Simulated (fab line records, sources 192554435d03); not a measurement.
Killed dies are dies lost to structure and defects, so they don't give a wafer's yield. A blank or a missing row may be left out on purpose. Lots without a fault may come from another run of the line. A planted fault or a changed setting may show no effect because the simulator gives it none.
Which tool did it? | flow n5_finfet | 24 lots, 72 wafers sampled, at 5 steps of a route of 1938

WHAT THE GAUGES READ, wafer by wafer
N5_BEOL_M9_OCD_MEAS_38.
lot  | measured     | on     | trench_depth_nm (nm)
L074 | day 9 09:11  | ocd-02 | 149 149 155
L075 | day 9 15:30  | ocd-01 | 149 156 155
L077 | day 9 21:42  | ocd-02 | 156 150 149
L078 | day 10 04:04 | ocd-01 | 148 149 144
L076 | day 10 06:21 | ocd-01 | 147 154 149
L080 | day 10 13:52 | ocd-01 | 154 152 149
L079 | day 10 21:59 | ocd-01 | 156 143 148
L082 | day 11 16:04 | ocd-02 | 158 157 155
L081 | day 11 16:53 | ocd-02 | 150 155 151
L083 | day 11 20:23 | ocd-02 | 151 151 153
L084 | day 12 05:02 | ocd-02 | 155 154 155
L085 | day 12 08:50 | ocd-02 | 152 154 152
L086 | day 12 11:01 | ocd-02 | 152 155 154
L087 | day 12 20:25 | ocd-02 | 153 156 156
L089 | day 13 00:02 | ocd-02 | 147 155 149
L088 | day 13 08:23 | ocd-02 | 147 141 146
L090 | day 13 16:30 | ocd-02 | 147 148 154
L091 | day 13 17:19 | ocd-02 | 155 150 156
L092 | day 14 11:46 | ocd-02 | 148 154 149
L093 | day 14 12:33 | ocd-01 | 155 148 149
L094 | day 14 14:55 | ocd-02 | 150 156 150
L095 | day 15 07:44 | ocd-02 | 154 154 155
L097 | day 15 09:44 | ocd-02 | 152 148 152
L096 | day 15 09:49 | ocd-01 | 156 150 155

N5_BEOL_M10_INSPECT_13: inspects for defects (brightfield).
lot  | measured     | on                | raw_defect_count
L074 | day 9 13:38  | defect_inspect-02 | 316 283 435
L075 | day 9 19:49  | defect_inspect-02 | 461 337 354
L077 | day 10 05:01 | defect_inspect-02 | 733 467 517
L078 | day 10 09:43 | defect_inspect-02 | 326 319 306
L076 | day 10 12:25 | defect_inspect-02 | 261 312 401
L080 | day 10 18:58 | defect_inspect-02 | 294 321 239
L079 | day 11 02:55 | defect_inspect-01 | 465 400 507
L082 | day 11 21:38 | defect_inspect-01 | 338 260 406
L081 | day 11 23:17 | defect_inspect-01 | 391 440 591
L083 | day 12 02:10 | defect_inspect-02 | 395 408 504
L084 | day 12 09:29 | defect_inspect-01 | 419 337 318
L085 | day 12 15:26 | defect_inspect-02 | 414 451 469
L086 | day 12 15:44 | defect_inspect-02 | 282 345 370
L087 | day 13 00:22 | defect_inspect-02 | 267 213 306
L089 | day 13 05:16 | defect_inspect-01 | 408 509 447
L088 | day 13 14:31 | defect_inspect-02 | 283 269 346
L090 | day 13 22:37 | defect_inspect-02 | 330 309 425
L091 | day 13 22:41 | defect_inspect-02 | 306 350 362
L092 | day 14 15:43 | defect_inspect-02 | 442 417 392
L093 | day 14 19:07 | defect_inspect-02 | 345 407 436
L094 | day 14 19:53 | defect_inspect-02 | 471 555 356
L095 | day 15 13:23 | defect_inspect-01 | 491 258 424
L097 | day 15 15:33 | defect_inspect-01 | 325 368 263
L096 | day 15 17:28 | defect_inspect-02 | 336 285 311

N5_BEOL_M10_OVL_MEAS_29.
lot  | measured     | on         | V9_OVL (nm)
L074 | day 9 14:34  | overlay-02 | -0.2 0.7 -0.9
L075 | day 9 21:13  | overlay-01 | -0.9 -0.2 -0.8
L077 | day 10 05:56 | overlay-01 | 0.6 0.5 1.6
L078 | day 10 10:39 | overlay-01 | -1.3 -0.7 -1.0
L076 | day 10 13:31 | overlay-01 | -0.8 -1.1 -0.5
L080 | day 10 21:15 | overlay-01 | -0.3 0.5 0.8
L079 | day 11 06:28 | overlay-01 | 0.0 0.6 -0.1
L082 | day 11 22:58 | overlay-02 | 0.3 -0.4 0.5
L081 | day 12 00:48 | overlay-01 | 0.3 1.4 0.1
L083 | day 12 04:36 | overlay-02 | -1.5 -2.2 -1.9
L084 | day 12 10:40 | overlay-02 | 0.4 -1.2 0.0
L085 | day 12 16:53 | overlay-01 | 0.5 0.9 1.0
L086 | day 12 17:07 | overlay-01 | -0.4 -0.2 -0.8
L087 | day 13 04:01 | overlay-02 | -0.6 -0.6 0.9
L089 | day 13 07:52 | overlay-01 | 0.1 -1.7 0.1
L088 | day 13 15:19 | overlay-01 | -0.6 -0.8 -1.3
L090 | day 14 01:31 | overlay-02 | 0.9 0.2 0.6
L091 | day 14 01:41 | overlay-01 | 1.1 -0.1 0.0
L092 | day 14 18:13 | overlay-02 | 0.9 0.8 0.0
L093 | day 14 20:03 | overlay-02 | -0.9 0.4 0.5
L094 | day 14 22:19 | overlay-02 | -0.2 0.9 -0.2
L095 | day 15 14:35 | overlay-01 | 0.2 0.1 -1.1
L097 | day 15 16:32 | overlay-02 | -0.3 0.6 0.3
L096 | day 15 19:35 | overlay-02 | -0.5 -0.4 0.4

WHICH TOOL RAN EACH LOT (tool, then ch and the chambers of the sampled wafers, then the start)
lot  | N5_BEOL_M9_STRIP_80                           | N5_BEOL_M10_CURE_71
L074 | rie_diel-06 ch 0,1,2, day 9 09:11 or earlier  | uv_cure-02 ch 0, day 9 12:22
L075 | rie_diel-06 ch 0,2, day 9 15:30 or earlier    | uv_cure-01 ch 1, day 9 18:23
L077 | rie_diel-02 ch 1,2, day 9 21:42 or earlier    | uv_cure-02 ch 1, day 10 01:43
L078 | rie_diel-06 ch 0,1,3, day 10 04:04 or earlier | uv_cure-03 ch 1, day 10 06:53
L076 | rie_diel-03 ch 0,3, day 10 06:21 or earlier   | uv_cure-02 ch 0, day 10 10:26
L080 | rie_diel-02 ch 0,1,2, day 10 13:52 or earlier | uv_cure-02 ch 0, day 10 17:30
L079 | rie_diel-06 ch 1,2,3, day 10 21:59 or earlier | uv_cure-02 ch 2, day 11 01:10
L082 | rie_diel-02 ch 1,3, day 11 16:04 or earlier   | uv_cure-02 ch 0, day 11 18:49
L081 | rie_diel-02 ch 2,3, day 11 16:53 or earlier   | uv_cure-03 ch 1, day 11 21:38
L083 | rie_diel-06 ch 0,1, day 11 20:23 or earlier   | uv_cure-03 ch 2, day 11 23:34
L084 | rie_diel-02 ch 1,3, day 12 05:02 or earlier   | uv_cure-01 ch 2, day 12 07:47
L085 | rie_diel-02 ch 1,3, day 12 08:50 or earlier   | uv_cure-02 ch 0, day 12 12:35
L086 | rie_diel-02 ch 1,2, day 12 11:01 or earlier   | uv_cure-03 ch 0, day 12 13:36
L087 | rie_diel-03 ch 0,2, day 12 20:25 or earlier   | uv_cure-03 ch 0, day 12 23:04
L089 | rie_diel-03 ch 1,2,3, day 13 00:02 or earlier | uv_cure-01 ch 2, day 13 03:14
L088 | rie_diel-06 ch 1,3, day 13 08:23 or earlier   | uv_cure-03 ch 1, day 13 11:38
L090 | rie_diel-03 ch 2,3, day 13 16:30 or earlier   | uv_cure-01 ch 0, day 13 19:53
L091 | rie_diel-02 ch 1,2, day 13 17:19 or earlier   | uv_cure-02 ch 2, day 13 20:25
L092 | rie_diel-06 ch 1,2, day 14 11:46 or earlier   | uv_cure-03 ch 1, day 14 14:12
L093 | rie_diel-06 ch 0,1,2, day 14 12:33 or earlier | uv_cure-02 ch 2, day 14 15:41
L094 | rie_diel-03 ch 0,3, day 14 14:55 or earlier   | uv_cure-02 ch 2, day 14 17:22
L095 | rie_diel-03 ch 0,2, day 15 07:44 or earlier   | uv_cure-03 ch 1, day 15 10:39
L097 | rie_diel-06 ch 0,3, day 15 09:44 or earlier   | uv_cure-03 ch 1, day 15 14:20
L096 | rie_diel-02 ch 0,1,3, day 15 09:49 or earlier | uv_cure-01 ch 0, day 15 15:12
- N5_BEOL_M9_STRIP_80: strips in N2/H2, time 10 s.
- N5_BEOL_M10_CURE_71: cures SiCOH lowk, time 240 s.

WHAT THE TOOLS THEMSELVES READ (means of the sampled wafers that have a number; where no wafer has one, the mark that the record gives instead)
N5_BEOL_M9_STRIP_80.
lot  | tool        | chamber_pressure_mTorr (mTorr) | drypump_motor_current_A (A) | oes_product_au (a.u.) | rf_vpp_V (V) | showerhead_plenum_p_Torr (Torr) | throttle_valve_pct (%)
L074 | rie_diel-06 | 19.995                         | 6.10                        | 0.75                  | 59.6         | 2.57                            | 23.41
L075 | rie_diel-06 | 19.991                         | 5.94                        | 0.70                  | 60.0         | 2.54                            | 23.35
L077 | rie_diel-02 | 19.993                         | 5.95                        | 0.75                  | 59.7         | 2.58                            | 23.36
L078 | rie_diel-06 | 19.988                         | 6.03                        | 0.75                  | 58.6         | 2.58                            | 23.65
L076 | rie_diel-03 | 20.004                         | 5.80                        | 0.71                  | 59.2         | 2.54                            | 23.55
L080 | rie_diel-02 | 19.973                         | 5.82                        | 0.82                  | 59.0         | 2.56                            | 23.39
L079 | rie_diel-06 | 19.988                         | 6.13                        | 0.74                  | 59.8         | 2.51                            | 23.39
L082 | rie_diel-02 | 20.003                         | 6.03                        | 0.82                  | 59.3         | 2.61                            | 23.38
L081 | rie_diel-02 | 20.015                         | 6.03                        | 0.77                  | 59.3         | 2.52                            | 23.58
L083 | rie_diel-06 | 20.003                         | 6.28                        | 0.78                  | 60.2         | 2.58                            | 23.48
L084 | rie_diel-02 | 20.027                         | 6.04                        | 0.82                  | 58.6         | 2.61                            | 23.39
L085 | rie_diel-02 | 19.987                         | 6.09                        | 0.84                  | 58.6         | 2.55                            | 23.59
L086 | rie_diel-02 | 20.004                         | 5.97                        | 0.76                  | 59.8         | 2.61                            | 23.28
L087 | rie_diel-03 | 20.000                         | 5.84                        | 0.75                  | 58.5         | 2.46                            | 23.64
L089 | rie_diel-03 | 20.003                         | 5.79                        | 0.81                  | 58.8         | 2.56                            | 23.56
L088 | rie_diel-06 | 19.989                         | 6.28                        | 0.77                  | 59.6         | 2.53                            | 23.46
L090 | rie_diel-03 | 19.991                         | 5.92                        | 0.89                  | 59.6         | 2.59                            | 23.31
L091 | rie_diel-02 | 20.000                         | 5.98                        | 0.76                  | 59.1         | 2.61                            | 23.29
L092 | rie_diel-06 | 20.011                         | 6.38                        | 0.77                  | 58.1         | 2.51                            | 23.25
L093 | rie_diel-06 | 19.991                         | 6.11                        | 0.73                  | 59.5         | 2.55                            | 23.46
L094 | rie_diel-03 | 19.978                         | 5.80                        | 0.84                  | 59.6         | 2.53                            | 23.24
L095 | rie_diel-03 | 19.988                         | 5.81                        | 0.73                  | 59.2         | 2.45                            | 23.66
L097 | rie_diel-06 | 19.999                         | 5.78                        | 0.88                  | 59.7         | 2.54                            | 23.69
L096 | rie_diel-02 | 20.005                         | 5.85                        | 0.81                  | 58.6         | 2.53                            | 23.53

N5_BEOL_M10_CURE_71.
lot  | tool       | lamp_power_pct (%) | wafer_temp_C_max
L074 | uv_cure-02 | 52.38              | 386.5
L075 | uv_cure-01 | 52.31              | 388.2
L077 | uv_cure-02 | 52.30              | 386.0
L078 | uv_cure-03 | 52.31              | 386.5
L076 | uv_cure-02 | 52.35              | 386.6
L080 | uv_cure-02 | 52.34              | 386.3
L079 | uv_cure-02 | 52.26              | 386.5
L082 | uv_cure-02 | 52.27              | 386.6
L081 | uv_cure-03 | 52.32              | 386.3
L083 | uv_cure-03 | 52.29              | 385.9
L084 | uv_cure-01 | 52.37              | 387.7
L085 | uv_cure-02 | 52.31              | 386.3
L086 | uv_cure-03 | 52.27              | 386.4
L087 | uv_cure-03 | 52.27              | 386.2
L089 | uv_cure-01 | 52.30              | 386.8
L088 | uv_cure-03 | 52.32              | 386.2
L090 | uv_cure-01 | 52.32              | 387.1
L091 | uv_cure-02 | 52.30              | 387.0
L092 | uv_cure-03 | 52.31              | 386.0
L093 | uv_cure-02 | 52.33              | 387.3
L094 | uv_cure-02 | 52.28              | 386.4
L095 | uv_cure-03 | 52.31              | 386.5
L097 | uv_cure-03 | 52.34              | 386.4
L096 | uv_cure-01 | 52.36              | 386.8

THE ANSWER, worked out from the rows above alone
Rule: what is usual is taken from the lots themselves. Put in order of their means at a reading, lots are off if they are a third of the lots or fewer, leave a main group of 4 or more, and stand apart from it by a gap of 3 or more times the standard deviation of the main group's means; of several such gaps the widest counts. A main group whose means are all the same, to the digits that the tables above print for the reading, isn't used. A lot without any number at a reading at which 4 lots or more have one is off too. The other lots that the step has rows for count as sound. The gauges are gone through in route order, then the tools' own readings, and for those a lot's mean is taken as printed above. The first step at which some lot is off is used, and at that step the reading that is off furthest; a lot without a number counts as furthest.
No lot is off at any reading shown: from this, nothing can be told.

WHAT THE SIMULATOR HAD PUT IN
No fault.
